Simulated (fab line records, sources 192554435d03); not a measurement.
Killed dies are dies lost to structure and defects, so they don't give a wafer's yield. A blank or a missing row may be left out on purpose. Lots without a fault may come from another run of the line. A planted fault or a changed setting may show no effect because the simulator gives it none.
fab line records | flow n5_finfet
record lots=10 wafers=30 last_day=17
route steps=1938 shown SPACER0@258 SD_EPI_N@262 BEOL_M4@1111 PASSIVATION@1936
lots that met no fault: from a run of the same line without faults
start_h: hours from the record's first day to the start of the lot's first wafer shown | wait_h: hours since the lot's step before | " the same as in the row above | L1.1+2: a row that stands for several wafers | - no value, or no start given | * or withheld: withheld | < > ~ a bound
route shown NAME@n: a module of which the file shows steps, and the number in the route of the first | usual: mean/standard deviation of fault-free wafers | same: alike in all rows | chamber/n: place in a boat | sites: the reading at each site | _std_site: their standard deviation | _edge_site: outer sites' mean less inner sites' | radius_mm: how far each site lies from the wafer's centre | mask NAME#n: copy n | behind: the tool/chamber that last shaped the wafer | hold: why the lot was held/for how many hours/how that ended | device: the transistor (n, p or np) that didn't switch | end of line: the same wafers' tests at the end of the route | a step without rows: its recipe alone | killed: dies lost to structure and defects at the first sort, not the wafer's yield | map: a wafer's dies, x killed, . not, _ none there
set.NAME: the setting as run; set.NAME@STEP: as run at that earlier step | model.NAME: the simulator's own value behind a step, which no gauge read
steps of the route over a sample of lots; a table a step, a row a wafer
services: from which hour (start_h, from the record's first day; less than 0 if before it) a tool's chamber was out of use, for how many hours, and why
## steps
# step N5_SPACER0_ALD_07
# recipe material=SiNx target_thk_a=20 temp_c=400 ald_precursor_family=SiH2I2 ald_co_reactant=N2/H2-plasma pressure_torr=2
# usual heater_power_w=883/95
# columns lot.wafer tool chamber start_h wait_h heater_power_w since_wet_clean_h
L368.1 ald_sin-01 0 48.99 0.1 1140 330
L368.4 " 1 " " 930 330
L368.5 " 2 " " 907 -
L372.2 ald_sin-01 1 71.31 0.5 933 352
L372.4 " 3 " " 688 352
L372.5 " 3 " " 678 -
L373.2 ald_sin-03 3 78.04 1.1 900 267
L373.3 " 0 " " 896 267
L373.5 " 2 " " 767 -
L375.1 ald_sin-03 2 89.88 0.6 766 279
L375.3 " 3 " " 890 279
L375.6 " 1 " " 919 -
L376.2 ald_sin-02 2 98.72 0.5 813 196
L376.3 " 0 " " 919 196
L376.5 " 0 " " 919 -
L385.1 ald_sin-03 3 152.33 0.0 916 341
L385.2 " 2 " " 771 341
L385.4 " 0 " " 914 341
L386.2 ald_sin-01 2 155.10 0.0 857 56
L386.4 " 1 " " 859 56
L386.5 " 2 " " 865 -
L388.1 ald_sin-02 1 167.25 0.0 913 265
L388.2 " 2 " " 823 265
L388.3 " 3 " " 898 265
L389.2 ald_sin-01 0 173.29 0.0 1073 74
L389.4 " 3 " " 681 74
L389.6 " 1 " " 884 -
L390.3 ald_sin-02 1 178.93 0.0 889 277
L390.4 " 0 " " 906 277
L390.5 " 0 " " 893 -
# step N5_SD_EPI_N_COAT_32
# recipe resist=SOC temp_c=250 time_s=60 spin_rpm=1500 resist_thk_nm=350
# usual heater_power_total_W=500.6/1.7 spin_speed_rpm=1500.0/0.85
# columns lot.wafer tool chamber start_h wait_h heater_power_total_W spin_speed_rpm
L368.1 litho_track-03 0 49.59 0.0 499.7 1499.3
L368.4 " 0 " " 501.2 1501.0
L368.5 " 0 " " 497.4 1500.2
L372.2 litho_track-03 0 71.91 0.0 499.9 1499.0
L372.4 " 0 " " 502.2 1499.7
L372.5 " 0 " " 502.9 1499.6
L373.2 litho_track-04 0 78.63 0.0 497.7 1499.8
L373.3 " 0 " " 498.0 1500.8
L373.5 " 0 " " 497.5 1498.8
L375.1 litho_track-03 0 90.47 0.0 498.9 1662.1
L375.3 " 0 " " 498.3 1662.4
L375.6 " 0 " " 497.7 1660.9
L376.2 litho_track-03 0 99.32 0.0 500.6 1661.0
L376.3 " 0 " " 499.0 1660.3
L376.5 " 0 " " 501.3 1661.9
L385.1 litho_track-02 0 152.92 0.0 497.4 1500.1
L385.2 " 0 " " 497.8 1499.1
L385.4 " 0 " " 501.8 1499.4
L386.2 litho_track-02 0 155.70 0.0 500.0 1499.6
L386.4 " 0 " " 503.2 1499.6
L386.5 " 0 " " 499.6 1500.2
L388.1 litho_track-02 0 167.84 0.0 498.6 1500.1
L388.2 " 0 " " 500.9 1500.9
L388.3 " 0 " " 502.3 1500.8
L389.2 litho_track-03 0 173.89 0.0 499.0 1500.5
L389.4 " 0 " " 499.0 1502.7
L389.6 " 0 " " 501.5 1502.3
L390.3 litho_track-02 0 179.53 0.0 503.1 1499.4
L390.4 " 0 " " 498.5 1500.2
L390.5 " 0 " " 502.5 1499.8
# step N5_SD_EPI_N_CD_MEAS_09
# recipe target_cd_nm=120 landing_energy_ev=500 detector=se_inlens
# usual cd_nm=119.9/0.56
# columns lot.wafer tool chamber start_h wait_h cd_nm
L368.1 cd_sem-03 0 49.83 - 119.4
L368.4 " 0 " " 118.9
L368.5 " 0 " " 119.4
L372.2 cd_sem-01 0 72.16 - 119.5
L372.4 " 0 " " 120.0
L372.5 " 0 " " 119.1
L373.2 cd_sem-03 0 79.00 - 119.3
L373.3 " 0 " " 119.0
L373.5 " 0 " " 119.3
L375.1 cd_sem-02 0 90.72 - 119.9
L375.3 " 0 " " 120.9
L375.6 " 0 " " 120.4
L376.2 cd_sem-03 0 99.68 - 120.0
L376.3 " 0 " " 119.2
L376.5 " 0 " " 120.0
L385.1 cd_sem-01 0 153.17 - 119.9
L385.2 " 0 " " 120.4
L385.4 " 0 " " 119.7
L386.2 cd_sem-01 0 155.94 - 120.2
L386.4 " 0 " " 120.3
L386.5 " 0 " " 121.4
L388.1 cd_sem-01 0 168.09 - 119.6
L388.2 " 0 " " 119.8
L388.3 " 0 " " 120.3
L389.2 cd_sem-01 0 174.26 - 120.4
L389.4 " 0 " " 119.9
L389.6 " 0 " " 119.8
L390.3 cd_sem-03 0 179.77 - 119.6
L390.4 " 0 " " 120.2
L390.5 " 0 " " 120.2
# step N5_SD_EPI_N_OVL_MEAS_10
# recipe points_per_wafer=44
# usual SD_N_BLK_OVL=-0.2/0.67
# columns lot.wafer tool chamber start_h wait_h SD_N_BLK_OVL[nm]
L368.1 overlay-01 0 49.86 0.0 -0.5
L368.4 " 0 " " -0.5
L368.5 " 0 " " -0.4
L372.2 overlay-01 0 72.18 0.0 -0.4
L372.4 " 0 " " -0.6
L372.5 " 0 " " -1.0
L373.2 overlay-01 0 79.03 0.0 -0.5
L373.3 " 0 " " 0.3
L373.5 " 0 " " 1.3
L375.1 overlay-01 0 90.75 0.0 1.0
L375.3 " 0 " " 0.5
L375.6 " 0 " " -0.9
L376.2 overlay-01 0 99.71 0.0 -1.4
L376.3 " 0 " " 0.0
L376.5 " 0 " " 0.8
L385.1 overlay-02 0 153.20 0.0 -0.2
L385.2 " 0 " " 0.3
L385.4 " 0 " " 0.6
L386.2 overlay-02 0 155.97 0.0 -0.4
L386.4 " 0 " " 0.5
L386.5 " 0 " " -0.8
L388.1 overlay-02 0 168.12 0.0 0.5
L388.2 " 0 " " 0.2
L388.3 " 0 " " -0.2
L389.2 overlay-02 0 174.29 0.0 0.6
L389.4 " 0 " " 1.3
L389.6 " 0 " " 0.6
L390.3 overlay-01 0 179.80 0.0 -1.4
L390.4 " 0 " " -1.2
L390.5 " 0 " " -0.1
# step N5_BEOL_M4_RC_MEAS_101
# usual DIBL_N=36.2/1.5 DIBL_P=36.2/1.7 IOFF_N=0.155/0.021 IOFF_P=0.216/0.026 ION_N=674/11 ION_P=464/6.8 SS_N=71.5/0.56 SS_P=73.3/0.6 VT_N=250.2/2.6 VT_P=-249.3/2.5
# columns lot.wafer tool chamber start_h wait_h DIBL_N[mV/V] DIBL_P[mV/V] IOFF_N[nA/um] IOFF_P[nA/um] ION_N[uA/um] ION_P[uA/um] SS_N[mV/dec] SS_P[mV/dec] VT_N[mV] VT_P[mV]
L368.1 prober-01 0 176.56 0.0 33.3 33.5 0.137 0.185 679 470 70.5 73.2 251.1 -248.6
L368.4 " 0 " " 35.6 36.3 0.173 0.222 691 471 71.4 73.4 247.4 -246.7
L368.5 " 0 " " 36.5 36.6 0.191 0.233 693 477 72.2 73.1 246.9 -245.7
L372.2 prober-01 0 191.63 0.2 37.9 35.0 0.143 0.214 660 455 71.5 74.1 253.3 -249.4
L372.4 " 0 " " 37.4 34.1 0.141 0.199 654 451 71.2 73.2 253.1 -248.9
L372.5 " 0 " " 38.8 36.2 0.162 0.236 656 458 71.5 74.1 249.7 -248.5
L373.2 prober-02 0 195.41 0.2 36.6 37.6 0.171 0.210 688 463 71.6 73.2 250.8 -253.2
L373.3 " 0 " " 35.7 35.8 0.152 0.195 660 457 71.5 73.6 254.5 -252.2
L373.5 " 0 " " 36.9 37.4 0.170 0.208 671 458 71.8 73.9 248.4 -254.2
L375.1 prober-02 0 202.61 0.0 38.5 38.2 0.196 0.274 668 458 72.3 73.6 248.9 -246.0
L375.3 " 0 " " 37.1 37.8 0.172 0.262 672 471 72.3 74.3 248.0 -247.3
L375.6 " 0 " " 36.1 36.3 0.163 0.241 688 472 71.6 74.4 246.4 -247.0
L376.2 prober-02 0 210.02 0.2 35.4 36.7 0.134 0.196 662 460 72.2 73.0 256.6 -255.0
L376.3 " 0 " " 37.4 39.0 0.172 0.235 674 463 71.9 73.5 252.4 -251.5
L376.5 " 0 " " 36.1 38.2 0.152 0.226 676 469 71.8 73.3 253.1 -250.8
L385.1 prober-01 0 271.15 0.0 35.3 35.2 0.145 0.212 668 471 70.9 73.3 250.6 -246.6
L385.2 " 0 " " 35.6 36.4 0.159 0.239 680 476 71.2 73.7 248.2 -248.1
L385.4 " 0 " " 37.2 37.6 0.184 0.257 686 473 72.1 73.9 248.1 -246.3
L386.2 prober-02 0 275.40 0.2 35.6 35.1 0.142 0.207 659 455 71.8 73.5 252.9 -249.4
L386.4 " 0 " " 33.3 32.7 0.114 0.181 660 466 70.9 72.4 251.8 -251.1
L386.5 " 0 " " 33.7 32.5 0.117 0.172 648 452 70.8 73.6 254.7 -251.4
L388.1 prober-02 0 286.88 0.0 39.7 38.9 0.181 0.247 675 457 72.4 74.0 249.7 -246.9
L388.2 " 0 " " 38.4 37.6 0.163 0.224 681 466 71.9 72.7 249.6 -248.6
L388.3 " 0 " " 36.9 35.6 0.139 0.201 684 471 72.0 72.5 251.3 -249.3
L389.2 prober-01 0 303.72 0.2 38.5 37.4 0.169 0.240 682 472 71.6 74.0 249.8 -248.0
L389.4 " 0 " " 37.8 36.8 0.157 0.241 660 463 72.0 74.0 250.4 -248.8
L389.6 " 0 " " 38.0 36.3 0.160 0.234 666 460 71.7 73.9 249.1 -248.1
L390.3 prober-01 0 309.20 0.3 35.9 35.9 0.162 0.202 665 453 71.4 73.7 252.5 -249.9
L390.4 " 0 " " 35.2 35.6 0.155 0.196 680 465 71.6 74.0 249.2 -249.9
L390.5 " 0 " " 35.2 35.6 0.155 0.192 687 464 70.9 74.0 250.3 -248.8
# step N5_PASSIVATION_PROBE_49
# usual defect_limited_yield=91.3/1.3 killed_at_M0_to_M3=32/11 killed_at_M4_up=15/5.6 killed_at_contacts=12/6 killed_at_front_end=40/11 killed_at_other=3.5/2.6 killed_dies=102/15 killed_open=67/12 killed_short=34/7.3 sort_bin_5_function=5.1/0.85 sort_bin_6_memory=3.2/0.61 sort_n_pass=1078/15 sort_yield_pct=91.3/1.3
# same gross_dies=1180 killed_at_back_side=0 sort_bin_4_leakage[%]=0 sort_bin_8_speed[%]=0
# columns lot.wafer tool chamber start_h wait_h defect_limited_yield[%] killed_at_M0_to_M3 killed_at_M4_up killed_at_contacts killed_at_front_end killed_at_other killed_dies killed_open killed_short sort_bin_5_function[%] sort_bin_6_memory[%] sort_n_pass sort_yield_pct[%]
L368.1 prober-01 - 288.13 0.2 91.3 23 17 16 42 5 103 67 32 4.8 3.6 1077 91.3
L368.4 prober-01 - 288.28 0.3 92.4 22 8 9 45 6 90 52 37 4.2 3.0 1090 92.4
L368.5 prober-01 - 288.33 0.4 89.6 19 15 14 59 16 123 81 42 6.4 3.6 1057 89.6
L372.2 prober-01 - 295.73 0.1 90.9 28 23 10 46 0 107 75 32 5.0 3.7 1073 90.9
L372.4 prober-01 - 295.83 0.2 91.3 29 22 10 37 5 103 76 27 4.2 4.2 1077 91.3
L372.5 prober-01 - 295.88 0.2 91.8 40 13 14 29 1 97 71 26 4.7 3.3 1083 91.8
L375.1 prober-02 - 299.93 0.0 93.0 20 14 14 31 4 83 48 35 3.6 3.1 1097 93.0
L375.3 prober-02 - 300.03 0.1 91.8 21 17 9 45 5 97 54 43 4.4 3.2 1083 91.8
L375.6 prober-02 - 300.18 0.3 91.1 28 19 10 38 10 105 75 30 5.5 2.9 1075 91.1
L373.2 prober-01 - 304.55 0.2 90.2 48 9 9 50 0 116 76 40 6.1 3.3 1064 90.2
L373.3 prober-01 - 304.60 0.3 90.3 49 18 5 41 1 114 57 56 5.3 4.0 1066 90.3
L373.5 prober-01 - 304.70 0.4 90.2 46 12 12 44 2 116 67 48 5.5 4.2 1064 90.2
L376.2 prober-02 - 308.99 0.1 90.3 23 27 13 49 2 114 76 38 6.4 2.9 1066 90.3
L376.3 prober-02 - 309.04 0.1 91.7 18 17 17 42 4 98 71 27 4.7 3.3 1082 91.7
L376.5 prober-02 - 309.14 0.2 91.9 21 20 6 39 9 95 65 30 5.3 2.6 1085 91.9
L385.1 prober-02 - 361.00 0.0 91.8 35 14 10 33 5 97 64 33 4.7 3.0 1083 91.8
L385.2 prober-02 - 361.05 0.1 91.4 35 25 9 27 6 102 65 35 4.6 3.4 1078 91.4
L385.4 prober-02 - 361.15 0.2 92.9 26 24 12 17 5 84 58 25 5.1 2.0 1096 92.9
L386.2 prober-01 - 371.87 0.1 92.0 38 18 11 24 3 94 57 37 5.0 2.7 1086 92.0
L386.4 prober-01 - 371.97 0.2 90.8 32 19 18 34 5 108 68 40 5.3 3.8 1072 90.8
L386.5 prober-01 - 372.02 0.2 89.9 50 11 11 44 3 119 82 37 5.3 4.0 1061 89.9
L388.1 prober-02 - 389.00 0.0 92.4 39 12 10 29 0 90 60 29 4.4 2.8 1090 92.4
L388.2 prober-02 - 389.05 0.1 91.3 28 7 24 43 1 103 74 29 5.1 3.6 1077 91.3
L388.3 prober-02 - 389.10 0.1 91.8 19 15 23 37 3 97 62 33 5.0 3.0 1083 91.8
L389.2 prober-01 - 406.89 0.1 91.1 46 20 6 25 8 105 61 42 5.7 3.2 1075 91.1
L389.4 prober-01 - 406.99 0.2 90.6 50 18 5 33 5 111 64 47 5.5 3.6 1069 90.6
L389.6 prober-01 - 407.09 0.3 90.8 50 16 9 31 2 108 61 46 5.3 3.5 1072 90.8
L390.3 prober-02 - 410.14 0.1 94.9 17 9 11 22 1 60 36 24 2.6 2.1 1120 94.9
L390.4 prober-02 - 410.19 0.2 92.5 16 10 18 44 1 89 59 27 4.0 3.2 1091 92.5
L390.5 prober-02 - 410.24 0.2 93.9 20 6 7 38 1 72 50 22 3.4 2.6 1108 93.9
# killed by level:class
L368.1 DUMMY_GATE:geometric_particle:open=14 MOL_CONTACT_COAG:geometric_particle:open=11 STI_FIN_REVEAL:geometric_particle:open=7 BEOL_M0_SAQP:geometric_particle:open=6 FIN_SAQP:geometric_particle:short=5 MOL_CONTACT_COAG:geometric_particle:short=5 BEOL_M0_SAQP:geometric_particle:short=5 BEOL_M2:geometric_particle:open=5
L368.4 GATE_CUT:geometric_particle:short=9 MOL_CONTACT_COAG:geometric_particle:open=8 BEOL_M0_SAQP:geometric_particle:short=8 STI_FIN_REVEAL:geometric_particle:open=7 FIN_SAQP:geometric_particle:open=6 BEOL_M3:geometric_particle:open=4 MIM_BOT:geometric_particle:open=4 FIN_SAQP:geometric_particle:short=3
L368.5 FIN_SAQP:geometric_particle:open=16 MOL_CONTACT_COAG:geometric_particle:open=12 GATE_CUT:geometric_particle:open=8 FIN_SAQP:geometric_particle:short=7 BEOL_M0_SAQP:geometric_particle:short=7 BEOL_M4:geometric_particle:open=7 STI_FIN_REVEAL:geometric_particle:open=7 GATE_CUT:geometric_particle:short=7
L372.2 FIN_SAQP:geometric_particle:open=13 MOL_CONTACT_COAG:geometric_particle:open=9 BEOL_M0_SAQP:geometric_particle:short=8 BEOL_M3:geometric_particle:open=7 FIN_SAQP:geometric_particle:short=6 BEOL_M4:geometric_particle:open=6 STI_FIN_REVEAL:geometric_particle:open=6 DUMMY_GATE:geometric_particle:open=5
L372.4 FIN_SAQP:geometric_particle:open=14 BEOL_M4:geometric_particle:open=8 BEOL_M3:geometric_particle:open=7 FIN_SAQP:geometric_particle:short=6 MOL_CONTACT_COAG:geometric_particle:open=6 STI_FIN_REVEAL:geometric_particle:open=5 BEOL_M0_SAQP:geometric_particle:open=5 BEOL_M1:geometric_particle:open=5
L372.5 MOL_CONTACT_COAG:geometric_particle:open=12 BEOL_M2:geometric_particle:open=10 BEOL_M0_SAQP:geometric_particle:open=7 BEOL_M2:geometric_particle:short=7 FIN_SAQP:geometric_particle:open=6 STI_FIN_REVEAL:geometric_particle:open=6 BEOL_M1:geometric_particle:open=5 DUMMY_GATE:geometric_particle:open=4
L375.1 FIN_SAQP:geometric_particle:short=9 MOL_CONTACT_COAG:geometric_particle:open=9 BEOL_M0_SAQP:geometric_particle:open=6 BEOL_M1:geometric_particle:short=6 BEOL_M4:geometric_particle:open=6 FIN_SAQP:geometric_particle:open=5 MOL_CONTACT_COAG:geometric_particle:short=5 BEOL_M2:geometric_particle:open=4
L375.3 FIN_SAQP:geometric_particle:short=16 BEOL_M4:geometric_particle:open=10 FIN_SAQP:geometric_particle:open=7 BEOL_M3:geometric_particle:open=7 MOL_CONTACT_COAG:geometric_particle:open=5 BEOL_M0_SAQP:geometric_particle:short=5 GATE_CUT:geometric_particle:short=4 MOL_CONTACT_COAG:geometric_particle:short=4
L375.6 BEOL_M4:geometric_particle:open=15 FIN_SAQP:geometric_particle:open=11 BEOL_M0_SAQP:geometric_particle:open=11 FIN_SAQP:geometric_particle:short=10 MOL_CONTACT_COAG:geometric_particle:open=8 BEOL_M3:geometric_particle:open=6 PASS1_CAP:geometric_particle:open=5 STARTING-WAFER:geometric_particle:open=5
L373.2 FIN_SAQP:geometric_particle:short=15 FIN_SAQP:geometric_particle:open=14 BEOL_M2:geometric_particle:open=10 BEOL_M3:geometric_particle:open=8 BEOL_M1:geometric_particle:open=7 STI_FIN_REVEAL:geometric_particle:open=7 BEOL_M0_SAQP:geometric_particle:open=7 BEOL_M1:geometric_particle:short=6
L373.3 FIN_SAQP:geometric_particle:short=12 BEOL_M0_SAQP:geometric_particle:short=10 BEOL_M0_SAQP:geometric_particle:open=10 BEOL_M1:geometric_particle:short=8 BEOL_M2:geometric_particle:open=8 DUMMY_GATE:geometric_particle:open=7 BEOL_M1:geometric_particle:open=7 BEOL_M4:geometric_particle:short=6
L373.5 FIN_SAQP:geometric_particle:short=17 MOL_CONTACT_COAG:geometric_particle:open=10 BEOL_M2:geometric_particle:open=9 BEOL_M1:geometric_particle:short=8 FIN_SAQP:geometric_particle:open=7 BEOL_M3:geometric_particle:open=7 BEOL_M1:geometric_particle:open=6 DUMMY_GATE:geometric_particle:open=5
L376.2 STI_FIN_REVEAL:geometric_particle:open=22 MOL_CONTACT_COAG:geometric_particle:open=10 GATE_CUT:geometric_particle:short=9 BEOL_M4:geometric_particle:open=9 BEOL_M1:geometric_particle:open=5 STI_FIN_REVEAL:geometric_particle:short=4 BEOL_M5:geometric_particle:open=4 BEOL_M0_SAQP:geometric_particle:open=4
L376.3 MOL_CONTACT_COAG:geometric_particle:open=16 STI_FIN_REVEAL:geometric_particle:open=13 FIN_SAQP:geometric_particle:open=10 BEOL_M2:geometric_particle:open=9 BEOL_M4:geometric_particle:open=8 STI_FIN_REVEAL:geometric_particle:short=7 FIN_SAQP:geometric_particle:short=3 GATE_CUT:geometric_particle:short=3
L376.5 STI_FIN_REVEAL:geometric_particle:open=11 FIN_SAQP:geometric_particle:open=9 BEOL_M4:geometric_particle:open=7 FIN_SAQP:geometric_particle:short=6 MOL_CONTACT_COAG:geometric_particle:open=5 BEOL_M2:geometric_particle:short=5 BEOL_M0_SAQP:geometric_particle:short=4 BEOL_M1:geometric_particle:open=4
L385.1 BEOL_M0_SAQP:geometric_particle:open=11 FIN_SAQP:geometric_particle:short=8 MOL_CONTACT_COAG:geometric_particle:open=8 FIN_SAQP:geometric_particle:open=7 STI_FIN_REVEAL:geometric_particle:open=6 BEOL_M4:geometric_particle:open=6 BEOL_M0_SAQP:geometric_particle:short=5 BEOL_M1:geometric_particle:short=5
L385.2 BEOL_M4:geometric_particle:open=19 BEOL_M0_SAQP:geometric_particle:short=14 BEOL_M0_SAQP:geometric_particle:open=10 MOL_CONTACT_COAG:geometric_particle:open=8 GATE_CUT:geometric_particle:short=7 GATE_CUT:geometric_particle:open=7 PASS1_CAP:geometric_particle:open=3 FIN_SAQP:geometric_particle:open=3
L385.4 BEOL_M4:geometric_particle:open=13 MOL_CONTACT_COAG:geometric_particle:open=8 DUMMY_GATE:geometric_particle:open=5 BEOL_M0_SAQP:geometric_particle:open=5 BEOL_M0_SAQP:geometric_particle:short=5 BEOL_M1:geometric_particle:open=5 FIN_SAQP:geometric_particle:open=4 MOL_CONTACT_COAG:geometric_particle:short=4
L386.2 BEOL_M3:geometric_particle:open=7 BEOL_M0_SAQP:geometric_particle:short=7 BEOL_M1:geometric_particle:open=7 FIN_SAQP:geometric_particle:open=6 MOL_CONTACT_COAG:geometric_particle:open=6 BEOL_M1:geometric_particle:short=6 MOL_CONTACT_COAG:geometric_particle:short=5 BEOL_M4:geometric_particle:open=5
L386.4 MOL_CONTACT_COAG:geometric_particle:open=15 GATE_CUT:geometric_particle:short=10 BEOL_M0:geometric_particle:open=7 BEOL_M4:geometric_particle:open=7 STI_FIN_REVEAL:geometric_particle:open=6 BEOL_M1:geometric_particle:short=5 BEOL_M2:geometric_particle:open=5 FIN_SAQP:geometric_particle:short=4
L386.5 BEOL_M2:geometric_particle:open=17 MOL_CONTACT_COAG:geometric_particle:open=10 FIN_SAQP:geometric_particle:short=8 GATE_CUT:geometric_particle:short=8 BEOL_M3:geometric_particle:open=8 DUMMY_GATE:geometric_particle:open=7 FIN_SAQP:geometric_particle:open=6 BEOL_M1:geometric_particle:open=6
L388.1 FIN_SAQP:geometric_particle:open=10 BEOL_M3:geometric_particle:open=8 BEOL_M1:geometric_particle:open=8 BEOL_M2:geometric_particle:open=8 MOL_CONTACT_COAG:geometric_particle:open=7 BEOL_M2:geometric_particle:short=6 BEOL_M1:geometric_particle:short=5 BEOL_M4:geometric_particle:open=5
L388.2 MOL_CONTACT_COAG:geometric_particle:open=17 BEOL_M3:geometric_particle:open=12 FIN_SAQP:geometric_particle:open=10 STI_FIN_REVEAL:geometric_particle:open=7 MOL_CONTACT_COAG:geometric_particle:short=7 GATE_CUT:geometric_particle:short=5 BEOL_M2:geometric_particle:open=4 STARTING-WAFER:geometric_particle:open=4
L388.3 MOL_CONTACT_COAG:geometric_particle:open=12 MOL_CONTACT_COAG:geometric_particle:short=11 FIN_SAQP:geometric_particle:short=8 STI_FIN_REVEAL:geometric_particle:open=8 BEOL_M1:geometric_particle:open=6 FIN_SAQP:geometric_particle:open=5 BEOL_M2:geometric_particle:open=4 STI_FIN_REVEAL:geometric_particle:short=3
L389.2 BEOL_M0_SAQP:geometric_particle:open=12 BEOL_M0_SAQP:geometric_particle:short=11 BEOL_M4:geometric_particle:open=9 BEOL_M1:geometric_particle:short=8 MOL_CONTACT_COAG:geometric_particle:open=6 BEOL_M3:geometric_particle:open=5 GATE_CUT:geometric_particle:short=4 MIM_TOP:geometric_particle:short=4
L389.4 BEOL_M0_SAQP:geometric_particle:open=11 BEOL_M0_SAQP:geometric_particle:short=9 BEOL_M3:geometric_particle:open=8 BEOL_M1:geometric_particle:short=7 FIN_SAQP:geometric_particle:open=6 BEOL_M4:geometric_particle:open=6 DUMMY_GATE:geometric_particle:open=5 GATE_CUT:geometric_particle:short=5
L389.6 BEOL_M1:geometric_particle:open=11 BEOL_M0_SAQP:geometric_particle:open=11 BEOL_M0_SAQP:geometric_particle:short=11 FIN_SAQP:geometric_particle:open=8 BEOL_M1:geometric_particle:short=8 BEOL_M4:geometric_particle:short=7 MOL_CONTACT_COAG:geometric_particle:open=5 BEOL_M4:geometric_particle:open=5
L390.3 MOL_CONTACT_COAG:geometric_particle:open=8 BEOL_M1:geometric_particle:open=6 FIN_SAQP:geometric_particle:short=5 STI_FIN_REVEAL:geometric_particle:open=5 GATE_CUT:geometric_particle:short=4 BEOL_M0_SAQP:geometric_particle:short=4 MOL_CONTACT_COAG:geometric_particle:short=3 BEOL_M2:geometric_particle:open=3
L390.4 MOL_CONTACT_COAG:geometric_particle:open=14 FIN_SAQP:geometric_particle:open=7 STI_FIN_REVEAL:geometric_particle:open=6 BEOL_M2:geometric_particle:open=6 FIN_SAQP:geometric_particle:short=5 DUMMY_GATE:geometric_particle:open=4 ILD0:geometric_particle:short=4 GATE_CUT:geometric_particle:short=4
L390.5 BEOL_M2:geometric_particle:open=8 GATE_CUT:geometric_particle:short=7 FIN_SAQP:geometric_particle:open=6 FIN_SAQP:geometric_particle:short=6 STI_FIN_REVEAL:geometric_particle:open=6 MOL_CONTACT_COAG:geometric_particle:open=6 BEOL_M0_SAQP:geometric_particle:open=5 DUMMY_GATE:geometric_particle:open=3
## services
# columns tool chamber start_h hours kind
ald_sin-01 - 27.56 0.5 repair
ald_sin-02 - 40.35 0.2 repair
ald_sin-02 - 43.75 2.8 pm
ald_sin-02 2 75.94 10.8 repair
ald_sin-01 - 85.25 14.0 pm
ald_sin-01 0 85.25 14.0 vent_cycle
ald_sin-01 1 85.25 14.0 vent_cycle
ald_sin-01 2 85.25 14.0 vent_cycle
ald_sin-01 3 85.25 14.0 vent_cycle
ald_sin-01 0 99.25 - clean
ald_sin-01 1 99.25 - clean
ald_sin-01 2 99.25 - clean
ald_sin-01 3 99.25 - clean
ald_sin-02 0 119.88 8.3 repair
ald_sin-03 - 176.75 14.0 pm
ald_sin-03 0 176.75 14.0 vent_cycle
ald_sin-03 1 176.75 14.0 vent_cycle
ald_sin-03 2 176.75 14.0 vent_cycle
ald_sin-03 3 176.75 14.0 vent_cycle
## key
first_sign step=N5_SD_EPI_N_COAT_32 reading=spin_speed_rpm direction=up sigmas=99+ usual=* struck=*
effect none on later readings
met_at N5_SD_EPI_N_COAT_32
struck_lots L375,L376
not_acting_at N5_SPACER0_ALD_07,N5_SD_EPI_N_CD_MEAS_09,N5_SD_EPI_N_OVL_MEAS_10
onset_between 71.91 90.47
fault kind=process_parameter_drift tool=litho_track-03 chamber=- onset_h=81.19 steps=N5_SD_EPI_N_COAT_32 channel=spin_rpm offset=* shape=step end_h=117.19 acts_in=* stated=*
